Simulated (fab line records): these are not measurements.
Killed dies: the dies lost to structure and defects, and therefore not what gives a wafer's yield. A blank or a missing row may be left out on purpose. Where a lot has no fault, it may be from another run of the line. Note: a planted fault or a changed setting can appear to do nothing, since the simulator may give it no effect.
Chamber matching :: flow n5_finfet :: N5_HKMG_FIN_ALD_75 on ald_hk-01: 4 sister chambers
The step deposits Al2O3, target thk 1 nm, co reactant pulse time 1 s. 4 wafers are shown with their chamber, then 7 later ones without.

WAFERS WITH THEIR CHAMBER
wafer: L083.2
chamber: 2
heater_power_w (W): 141

wafer: L083.4
chamber: 3
heater_power_w (W): 167

wafer: L087.3
chamber: 1
heater_power_w (W): 168

wafer: L087.5
chamber: 0
heater_power_w (W): 147

WAFERS MISSING THEIR CHAMBER
wafer: L087.6
heater_power_w (W): 167

wafer: L093.2
heater_power_w (W): 167

wafer: L093.3
heater_power_w (W): 170

wafer: L093.4
heater_power_w (W): 143

wafer: L095.2
heater_power_w (W): 170

wafer: L095.5
heater_power_w (W): 168

wafer: L095.6
heater_power_w (W): 140

THE CHAMBER EACH PASSED THROUGH
wafer: L087.6
from the rows above: can't be placed: 3 or 1
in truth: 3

wafer: L093.2
from the rows above: can't be placed: 3 or 1
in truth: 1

wafer: L093.3
from the rows above: can't be placed: 1 or 3
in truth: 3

wafer: L093.4
from the rows above: can't be placed: 2 or 0
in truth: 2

wafer: L095.2
from the rows above: can't be placed: 1 or 3
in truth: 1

wafer: L095.5
from the rows above: can't be placed: 1 or 3
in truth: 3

wafer: L095.6
from the rows above: 2
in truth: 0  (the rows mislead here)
Correctly placed: 0 of 7. Not placeable from these rows: 6 (in 6, the candidates include the true chamber). Wrongly placed: 1.
How it was worked out, from the rows above alone: a wafer's distance from a chamber is the root of the sum, over the readings, of the square of ((its reading less the chamber's mean) divided by the reading's scatter). If the next closest chamber is less than 2 further off than the closest, the wafer can't be placed; otherwise it belongs to the closest. For every chamber, the mean is computed from those of its wafers that are shown. The scatter (one wafer shown for each chamber): square how far every hidden wafer sits from the nearest shown wafer, average those squares and take the square root.
